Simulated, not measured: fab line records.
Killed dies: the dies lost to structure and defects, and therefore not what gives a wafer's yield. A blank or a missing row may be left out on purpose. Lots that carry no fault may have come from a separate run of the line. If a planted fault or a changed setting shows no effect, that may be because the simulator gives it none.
Matching of chambers / flow n5Finfet / N5_HKMG_FIN_ALD_71 on aldMetal-01 has 4 sister chambers
The step deposits TiN, target thk 1 nm, pulse time 1 s, purge time 3 s. 8 wafers are shown with their chamber, then 9 later ones without.

WAFERS PAIRED WITH THEIR CHAMBERS
wafer=L090.2; chamber=0; heaterPowerW (W)=786; precursorPulseHeightRel=0.982
wafer=L090.3; chamber=1; heaterPowerW (W)=896; precursorPulseHeightRel=1.013
wafer=L090.4; chamber=2; heaterPowerW (W)=790; precursorPulseHeightRel=0.975
wafer=L090.5; chamber=0; heaterPowerW (W)=779; precursorPulseHeightRel=1.003
wafer=L090.6; chamber=3; heaterPowerW (W)=880; precursorPulseHeightRel=1.027
wafer=L092.1; chamber=1; heaterPowerW (W)=887; precursorPulseHeightRel=0.966
wafer=L092.4; chamber=2; heaterPowerW (W)=788; precursorPulseHeightRel=0.970
wafer=L092.5; chamber=3; heaterPowerW (W)=843; precursorPulseHeightRel=0.977

WAFERS MISSING THEIR CHAMBER
wafer=L094.1; heaterPowerW (W)=851; precursorPulseHeightRel=1.022
wafer=L094.2; heaterPowerW (W)=856; precursorPulseHeightRel=1.019
wafer=L094.3; heaterPowerW (W)=792; precursorPulseHeightRel=0.991
wafer=L094.4; heaterPowerW (W)=804; precursorPulseHeightRel=1.037
wafer=L094.5; heaterPowerW (W)=847; precursorPulseHeightRel=1.012
wafer=L094.6; heaterPowerW (W)=785; precursorPulseHeightRel=1.012
wafer=L097.2; heaterPowerW (W)=798; precursorPulseHeightRel=1.003
wafer=L097.3; heaterPowerW (W)=874; precursorPulseHeightRel=0.992
wafer=L097.5; heaterPowerW (W)=786; precursorPulseHeightRel=0.998

THE CHAMBER EACH PASSED THROUGH
wafer=L094.1; from the rows above=3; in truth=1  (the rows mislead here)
wafer=L094.2; from the rows above=3; in truth=3
wafer=L094.3; from the rows above=can't be placed: 0 or 2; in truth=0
wafer=L094.4; from the rows above=can't be placed: 0 or 2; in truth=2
wafer=L094.5; from the rows above=3; in truth=3
wafer=L094.6; from the rows above=can't be placed: 0 or 2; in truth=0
wafer=L097.2; from the rows above=can't be placed: 0 or 2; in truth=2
wafer=L097.3; from the rows above=can't be placed: 3 or 1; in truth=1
wafer=L097.5; from the rows above=can't be placed: 0 or 2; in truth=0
2 of 9 placed correctly. These rows do not allow placing 6 (true chamber among the candidates in 6). 1 placed wrongly.
How it was worked out, from the rows above alone: a wafer's distance from a chamber is the root of the sum, over the readings, of the square of ((its reading less the chamber's mean) divided by the reading's scatter). If the next closest chamber is less than 2 further off than the closest, the wafer can't be placed; otherwise it belongs to the closest. A chamber's mean is the mean of its shown wafers. The scatter: the root of (the sum of the squares of (reading less its chamber's mean) over the shown wafers, divided by (wafers less chambers)).
